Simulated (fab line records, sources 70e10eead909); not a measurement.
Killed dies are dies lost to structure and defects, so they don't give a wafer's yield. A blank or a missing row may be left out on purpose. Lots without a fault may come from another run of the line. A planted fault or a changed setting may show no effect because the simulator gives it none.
fab line records | flow nand_harc
record lots=6 wafers=18 last_day=33
route steps=1302 shown A_ZERO_WELL@406 A_SOURCE_PLATE@413 END@1302
lots that met no fault: from a run of the same line without faults
start_h: hours from the record's first day to the start of the lot's first wafer shown | wait_h: hours since the lot's step before | " the same as in the row above | L1.1+2: a row that stands for several wafers | - no value, or no start given | * or withheld: withheld | < > ~ a bound
route shown NAME@n: a module of which the file shows steps, and the number in the route of the first | usual: mean/standard deviation of fault-free wafers | same: alike in all rows | chamber/n: place in a boat | sites: the reading at each site | _std_site: their standard deviation | _edge_site: outer sites' mean less inner sites' | radius_mm: how far each site lies from the wafer's centre | mask NAME#n: copy n | behind: the tool/chamber that last shaped the wafer | hold: why the lot was held/for how many hours/how that ended | device: the transistor (n, p or np) that didn't switch | end of line: the same wafers' tests at the end of the route | a step without rows: its recipe alone | killed: dies lost to structure and defects at the first sort, not the wafer's yield | map: a wafer's dies, x killed, . not, _ none there
set.NAME: the setting as run; set.NAME@STEP: as run at that earlier step | model.NAME: the simulator's own value behind a step, which no gauge read
lots at some steps of the route; a table a step, a row a wafer
services: from which hour (start_h, from the record's first day; less than 0 if before it) a tool's chamber was out of use, for how many hours, and why
## steps
# step NHARC_A_ZERO_WELL_STRIP_14
# recipe time_s=900 temp_c=130 chemistry=SPM
# step NHARC_A_ZERO_WELL_IMPLANT_15
# recipe energy_kev=150 dose_cm2=1e+13 tilt_deg=7
# step NHARC_A_ZERO_WELL_PRECLEAN_22
# recipe time_s=60 temp_c=50 bath_age_min=0 chemistry=SC1
# step NHARC_A_ZERO_WELL_SRD_23
# step NHARC_A_ZERO_WELL_RTA_16
# recipe temp_c=1000 time_s=10
# usual anneal_temp_c_max=1003.8/0.86 lamp_power_pct=27.4/0.61 lamp_zone_2_pct=27.4/0.61 wafer_temp_C_max=1005.8/1.4
# columns lot.wafer tool chamber start_h wait_h anneal_temp_c_max lamp_power_pct lamp_zone_2_pct wafer_temp_C_max
L849.2 rtp_anneal-02 0 139.59 - 1004.7 26.9 26.9 1008.1
L849.3 " 0 " " 1004.0 26.9 26.9 1004.8
L849.4 " 0 " " 1003.3 27.0 26.9 1004.7
L863.2 rtp_anneal-02 0 286.69 - 1005.1 26.9 26.9 1004.7
L863.4 " 0 " " 1003.7 27.0 26.9 1004.2
L863.5 " 0 " " 1003.1 26.9 27.0 1005.2
L864.2 rtp_anneal-02 0 297.91 0.2 1004.0 26.9 26.9 1006.7
L864.3 " 0 " " 1002.8 26.9 26.9 1008.0
L864.6 " 0 " " 1004.8 26.9 26.9 1005.2
L867.3 rtp_anneal-01 0 322.42 - 1005.6 28.2 28.2 1006.5
L867.4 " 0 " " 1003.7 28.3 28.2 1007.3
L867.6 " 0 " " 1003.4 28.2 28.2 1006.0
L868.2 rtp_anneal-02 0 322.90 - 1003.6 26.9 26.9 1006.6
L868.3 " 0 " " 1003.1 26.9 26.9 1005.4
L868.4 " 0 " " 1004.0 27.0 26.9 1004.7
L872.1 rtp_anneal-01 0 370.84 - 1005.0 28.2 28.3 1005.7
L872.4 " 0 " " 1004.4 28.2 28.2 1008.3
L872.5 " 0 " " 1005.1 28.2 28.2 1005.8
# step NHARC_A_ZERO_WELL_INSPECT_17
# usual raw_defect_count=12/6.9
# columns lot.wafer tool chamber start_h wait_h raw_defect_count
L849.2 defect_inspect-02 - 139.75 0.1 14
L849.3 " - " " 12
L849.4 " - " " 12
L863.2 defect_inspect-02 - 286.86 0.1 8
L863.4 " - " " 17
L863.5 " - " " 13
L864.2 defect_inspect-02 - 298.08 0.1 5
L864.3 " - " " 7
L864.6 " - " " 8
L867.3 defect_inspect-01 - 322.56 0.1 19
L867.4 " - " " 23
L867.6 " - " " 18
L868.2 defect_inspect-02 - 323.07 0.1 9
L868.3 " - " " 17
L868.4 " - " " 12
L872.1 defect_inspect-01 - 371.04 0.2 5
L872.4 " - " " 9
L872.5 " - " " 7
# step NHARC_A_SOURCE_PLATE_PRECLEAN_00
# recipe time_s=60 chemistry=HF-LAST
# step NHARC_A_SOURCE_PLATE_SRD_01
# step NHARC_A_SOURCE_PLATE_OXIDE_02
# recipe target_thk_a=100 temp_c=900 ox_time_s=1362 material=SiO2
# step NHARC_A_SOURCE_PLATE_THK_MEAS_09
# recipe thk_meas_gauge=ellipsometry
# usual thk_nm=9.8/1.1
# columns lot.wafer tool chamber start_h wait_h thk_nm
L849.2 film_metro-01 - 147.93 0.4 9.7
L849.3 " - " " 10.2
L849.4 " - " " 7.9
L863.2 film_metro-01 - 294.14 0.4 7.8
L863.4 " - " " 10.7
L863.5 " - " " 11.4
L864.2 film_metro-02 - 305.42 0.4 9.2
L864.3 " - " " 9.4
L864.6 " - " " 11.6
L868.2 film_metro-01 - 329.35 0.4 10.3
L868.3 " - " " 10.6
L868.4 " - " " 9.5
L867.3 film_metro-02 - 329.35 0.4 8.3
L867.4 " - " " 9.3
L867.6 " - " " 7.4
L872.1 film_metro-01 - 378.97 0.4 9.5
L872.4 " - " " 10.5
L872.5 " - " " 10.2
# step NHARC_A_SOURCE_PLATE_PVD_04
# recipe target_thk_a=500 material=WSi2
# step NHARC_A_SOURCE_PLATE_CVD_03
# recipe target_thk_a=2000 temp_c=620 pressure_mtorr=200 time_s=4000 material=poly-Si
# usual spike_tc_bottom_C=640.2/2.1 spike_tc_centre_C=620.3/1.5 spike_tc_lower_C=620.2/1.6 spike_tc_top_C=635.4/2 spike_tc_upper_C=620.3/1.2 tube_center_temp_C=620/0.056
# columns lot.wafer tool chamber start_h wait_h spike_tc_bottom_C spike_tc_centre_C spike_tc_lower_C spike_tc_top_C spike_tc_upper_C tube_center_temp_C
L849.2 lpcvd_poly-02 0 150.41 - 639.3 621.1 622.5 633.2 621.4 620.02
L849.3 " 0 " " 637.8 621.3 622.4 633.2 619.8 619.97
L849.4 " 0 " " 637.2 622.1 622.1 635.7 620.2 620.02
L863.2 lpcvd_poly-01 0 296.72 - 630.6 606.4 606.4 620.9 605.5 606.48
L863.4 " 0 " " 629.7 606.4 607.3 620.5 604.9 606.44
L863.5 " 0 " " 628.6 604.4 605.6 621.9 604.9 606.55
L864.2 lpcvd_poly-01 0 307.99 - 629.3 605.1 607.2 621.5 606.2 606.39
L864.3 " 0 " " 628.8 604.4 605.0 619.3 605.5 606.37
L864.6 " 0 " " 628.8 605.1 606.2 620.5 605.8 606.44
L867.3 lpcvd_poly-04 0 331.94 - 640.3 620.5 618.2 637.7 618.7 620.04
L867.4 " 0 " " 639.6 620.8 618.0 637.3 621.2 620.02
L867.6 " 0 " " 640.8 619.8 618.0 636.0 620.1 620.12
L868.2 lpcvd_poly-04 0 331.94 - 639.0 620.3 619.9 638.6 620.9 620.04
L868.3 " 0 " " 640.0 621.0 619.5 638.7 619.6 620
L868.4 " 0 " " 640.8 618.6 616.6 638.5 620.7 620.01
L872.1 lpcvd_poly-01 0 381.56 - 643.0 616.9 619.1 634.2 619.4 620
L872.4 " 0 " " 642.8 619.1 620.4 634.4 618.6 619.99
L872.5 " 0 " " 642.9 619.9 618.5 634.8 618.4 620.02
# step NHARC_A_SOURCE_PLATE_ANNEAL_05
# recipe temp_c=850 time_s=1800
# step NHARC_A_SOURCE_PLATE_THK_MEAS_06
# recipe thk_meas_gauge=ellipsometry
# usual thk_nm=200.3/2.2
# columns lot.wafer tool chamber start_h wait_h thk_nm
L849.2 film_metro-01 - 160.35 0.4 202.0
L849.3 " - " " 204.4
L849.4 " - " " 202.8
L863.2 film_metro-02 - 309.03 0.4 145.0
L863.4 " - " " 144.5
L863.5 " - " " 142.3
L864.2 film_metro-01 - 319.37 0.4 142.1
L864.3 " - " " 144.0
L864.6 " - " " 145.9
L868.2 film_metro-02 - 342.00 0.4 196.9
L868.3 " - " " 198.5
L868.4 " - " " 200.0
L867.3 film_metro-01 - 342.01 0.4 200.5
L867.4 " - " " 202.5
L867.6 " - " " 204.0
L872.1 film_metro-01 - 392.72 0.4 200.8
L872.4 " - " " 200.4
L872.5 " - " " 201.9
# step NHARC_END_SORT_01
# recipe temp_c=25
# usual killed_at_array=55/19 killed_at_other=0.8/1.1 killed_at_periphery=4.0/2.6 killed_dies=60/20 killed_open=3.4/1.7 killed_short=2.6/1.5
# same gross_dies=677
# columns lot.wafer tool chamber start_h wait_h killed_at_array killed_at_other killed_at_periphery killed_dies killed_open killed_short
L849.2 prober-01 0 571.99 2.8 21 0 3 24 1 4
L849.3 prober-01 0 572.78 3.1 31 1 3 35 7 2
L849.4 prober-01 0 573.58 3.4 17 0 2 19 3 0
L863.5 prober-02 0 704.27 3.7 36 0 8 44 3 1
L867.3 prober-01 0 741.15 3.1 44 0 4 48 3 2
L867.4 prober-01 0 741.95 3.4 37 0 6 43 4 3
L867.6 prober-01 0 743.56 4.0 38 0 2 40 4 3
# killed by level:class
L849.2 A_CHANNEL_HOLE_D2:chamber_film_flake=5 A_STAIRCASE:chamber_film_flake=3 A_CONTACT:unspecified=3 A_WL_FILL:geometric_particle:short=2 A_CHANNEL_FILL_D2:chamber_film_flake=2 A_WL_FILL:chamber_film_flake=2 A_CONTACT:chamber_film_flake=2 P_GATE:geometric_particle:short=1
L849.3 A_CHANNEL_HOLE_D2:chamber_film_flake=6 A_CHANNEL_HOLE_D1:chamber_film_flake=4 A_WL_FILL:chamber_film_flake=3 A_CONTACT:chamber_film_flake=3 A_CHANNEL_FILL_D1:geometric_particle:open=2 A_M0:geometric_particle:open=2 A_ZERO_WELL:chamber_film_flake=2 A_CONTACT:unspecified=2
L849.4 A_CHANNEL_HOLE_D2:chamber_film_flake=4 A_STAIRCASE:chamber_film_flake=3 A_CHANNEL_FILL_D2:chamber_film_flake=2 A_CONTACT:unspecified=2 A_CONTACT:chamber_film_flake=2 A_CHANNEL_FILL_D1:geometric_particle:open=1 A_DECK1_JOINT:geometric_particle:open=1 A_SGD_CUT:geometric_particle:open=1
L863.5 A_CHANNEL_HOLE_D2:chamber_film_flake=18 A_CHANNEL_HOLE_D1:chamber_film_flake=10 A_SLIT:chamber_film_flake=4 P_BONDPAD:chamber_film_flake=3 P_M0:geometric_particle:open=2 A_CONTACT:chamber_film_flake=2 P_CONTACT:geometric_particle:open=1 P_M2:geometric_particle:short=1
L867.3 A_CHANNEL_HOLE_D1:chamber_film_flake=31 A_STAIRCASE:chamber_film_flake=3 A_CONTACT:chamber_film_flake=3 A_SLIT:chamber_film_flake=2 P_M0:geometric_particle:open=1 A_CHANNEL_FILL_D1:geometric_particle:short=1 A_DECK1_JOINT:geometric_particle:open=1 A_ONON_D2:geometric_particle:open=1
L867.4 A_CHANNEL_HOLE_D1:chamber_film_flake=26 A_SLIT:chamber_film_flake=3 A_CONTACT:chamber_film_flake=3 P_GATE:chamber_film_flake=2 A_STAIRCASE:chamber_film_flake=2 P_STI:geometric_particle:open=1 P_CONTACT:geometric_particle:open=1 P_M0:geometric_particle:open=1
L867.6 A_CHANNEL_HOLE_D1:chamber_film_flake=27 A_STAIRCASE:chamber_film_flake=3 P_STI:geometric_particle:open=1 P_M2:geometric_particle:open=1 A_SOURCE_PLATE:geometric_particle:short=1 A_ONON_D2:geometric_particle:short=1 A_ONON_D2:geometric_particle:open=1 A_CHANNEL_FILL_D2:geometric_particle:short=1
## services
# columns tool chamber start_h hours kind
lpcvd_poly-02 - 206.00 26.0 pm
rtp_anneal-01 - 372.00 12.0 pm
## key
first_sign step=NHARC_A_SOURCE_PLATE_CVD_03 reading=tube_center_temp_C direction=down sigmas=99+ usual=* struck=*
effect step=NHARC_A_SOURCE_PLATE_CVD_03 reading=spike_tc_upper_C direction=down sigmas=12 usual=620.3 struck=605.5
effect step=NHARC_A_SOURCE_PLATE_THK_MEAS_06 reading=thk_nm direction=down sigmas=26 usual=200.3 struck=144.0
met_at NHARC_A_SOURCE_PLATE_CVD_03
struck_wafers L863.2,L863.4,L863.5,L864.2,L864.3,L864.6
tester_left_out L863,L864
fault kind=process_parameter_drift tool=lpcvd_poly-01 chamber=- onset_h=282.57 steps=NHARC_A_SOURCE_PLATE_CVD_03 channel=temp_c offset=* shape=step end_h=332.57 acts_in=* stated=*
# tester_left_out: of these lots the tester's yield and bins aren't shown, on N5 and GAA mostly nor the transistor test; their killed dies are dies lost to structure and defects alone, not to doping, threshold or leakage, so they don't give the yield
